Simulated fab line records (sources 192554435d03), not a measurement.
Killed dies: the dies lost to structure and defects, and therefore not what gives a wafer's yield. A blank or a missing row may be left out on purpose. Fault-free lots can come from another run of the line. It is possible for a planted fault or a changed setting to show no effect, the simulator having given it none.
A lot that was struck, set against a sound lot ; flow n5 finfet ; 38 out of 1938 route steps
Sound: wafers L768.1, L768.4, L768.5. Struck: wafers L764.2, L764.5, L764.6. Last of all comes the cause.
For every step that has rows: the tool of each side, followed by ch and its chambers, followed by its first start. Under that, the readings that differ: sound wafers ; struck wafers ; difference of the means ; sigmas: that difference in standard deviations of wafers without a fault.
alike: same words and numbers on both sides, and readings whose means sit less than 2 such deviations apart. not compared: any withheld reading, any reading some wafer has no value for, any bound like >300 that may hide the same value, and any number with overlapping values for which the record gives no deviation.
A row with sigmas, a row that says differs or no value, or rows on one side alone: a step with any of these is where the two part. Numbers that have no deviation but don't overlap get no sigmas and don't part them. A reading missing from all wafers of one side parts the sides only when that side holds two or more wafers.

first, 9 steps without rows for these wafers: N5_STI_FIN_REVEAL_SRD_21 (time 30 s); N5_STI_FIN_REVEAL_OXIDATION_33 (chemistry O2 PLASMA REMOTE, time 20 s); N5_STI_FIN_REVEAL_CLEAN_19 (cleans in O3/DIW, time 120 s); N5_STI_FIN_REVEAL_SRD_23 (time 30 s); N5_STI_FIN_REVEAL_PRECLEAN_18 (cleans in SC2, time 45 s); N5_STI_FIN_REVEAL_SRD_28 (time 30 s); N5_DUMMY_GATE_PRECLEAN_00 (cleans in O3/DIW, time 60 s); N5_DUMMY_GATE_SRD_01 (time 30 s); N5_DUMMY_GATE_ALD_02 (deposits SiO2, target thk 2 nm, pulse time 1 s).
N5_DUMMY_GATE_CVD_03: deposits a-Si from SiH4, target thk 150 nm, time 8042 s.
  sound on lpcvd-02 ch 1/15,1/29,1/34, day 8 08:27; struck on lpcvd-01 ch 0/45,0/59,0/64, day 7 08:50
  alike: spike tc bottom C
then, 3 steps without rows for these wafers: N5_DUMMY_GATE_PRECLEAN_46 (cleans in DIW, time 89.5 s); N5_DUMMY_GATE_SRD_47 (dry time 32 s); N5_DUMMY_GATE_CMP_04 (polishes a-Si).
N5_DUMMY_GATE_THK_MEAS_05:
  sound: film metro-02 at day 8 12:26; struck: film metro-02 at day 7 12:48
reading;sound;struck;difference;sigmas
thk nm (nm);73.4 74.1 73.7;43.5 41.7 42.6;-31.1;-28
then, 21 steps without rows for these wafers: N5_DUMMY_GATE_HM_DEP_06 (deposits SiNx from DCS/NH3, target thk 80 nm, time 5141 s); N5_DUMMY_GATE_PECVD_30 (deposits SiO2 from TEOS/O2, target thk 55 nm, time 10.8 s); N5_DUMMY_GATE_COAT_34 (time 60 s, resist thk 60 nm); N5_DUMMY_GATE_COAT_35 (time 60 s, resist thk 10 nm); N5_DUMMY_GATE_COAT_28 (time 60 s, resist thk 10 nm); N5_DUMMY_GATE_COAT_09 (resist thk 30 nm); N5_DUMMY_GATE_EBR_11; N5_DUMMY_GATE_SOFTBAKE_10 (time 60 s); N5_DUMMY_GATE_EXPOSE_12 (exposes mask GATE, target cd 25 nm); N5_DUMMY_GATE_PEB_13 (peb time 60 s); N5_DUMMY_GATE_DEVELOP_14 (develop time 30 s); N5_DUMMY_GATE_DESCUM_20 (chemistry O2, time 6.2 s); N5_DUMMY_GATE_ETCH_29 (etches underlayer in N2/H2, target depth 13 nm); N5_DUMMY_GATE_ETCH_36 (etches SiARC in CF4, target depth 13 nm); N5_DUMMY_GATE_ETCH_37 (etches SOC in N2/H2, target depth 60 nm, overetch 30 nm); N5_DUMMY_GATE_STRIP_38 (strips in N2/H2); N5_DUMMY_GATE_STRIP_39 (strips in N2/H2); N5_DUMMY_GATE_TRIM_49 (chemistry O2, time 29 s, target cd 14 nm); N5_DUMMY_GATE_STRIP_40 (strips in CF4); N5_DUMMY_GATE_ETCH_31 (etches SiO2 in C4F6/O2, target depth 82.5 nm, time 27.5 s); N5_DUMMY_GATE_STRIP_41 (strips in O2).
N5_DUMMY_GATE_ETCH_44: etches poly-Si in HBr/O2, stops on SiO2, target depth 127.5 nm.
  sound on rie si-03 ch 1,3, day 8 18:01; struck on rie si-05 ch 0,3, day 7 18:00
reading;sound;struck;difference;sigmas
oes product au (a.u.);0.717 0.753 0.749;0.596 0.600 0.588;-0.145;-12
  alike: bias w, drypump motor current A, throttle valve pct
  not compared: rf hours counter h
N5_SDB_THK_MEAS_31:
  sound wafers here have rows in the record (film metro-02, day 9 17:41); struck ones have none
following that, these wafers have no rows for 1 step: N5_PASSIVATION_PROBE_49.

## WHERE THEY PART
Earliest at N5_DUMMY_GATE_THK_MEAS_05; latest, in this record, at N5_SDB_THK_MEAS_31.

WHY: what had been put in by the simulator
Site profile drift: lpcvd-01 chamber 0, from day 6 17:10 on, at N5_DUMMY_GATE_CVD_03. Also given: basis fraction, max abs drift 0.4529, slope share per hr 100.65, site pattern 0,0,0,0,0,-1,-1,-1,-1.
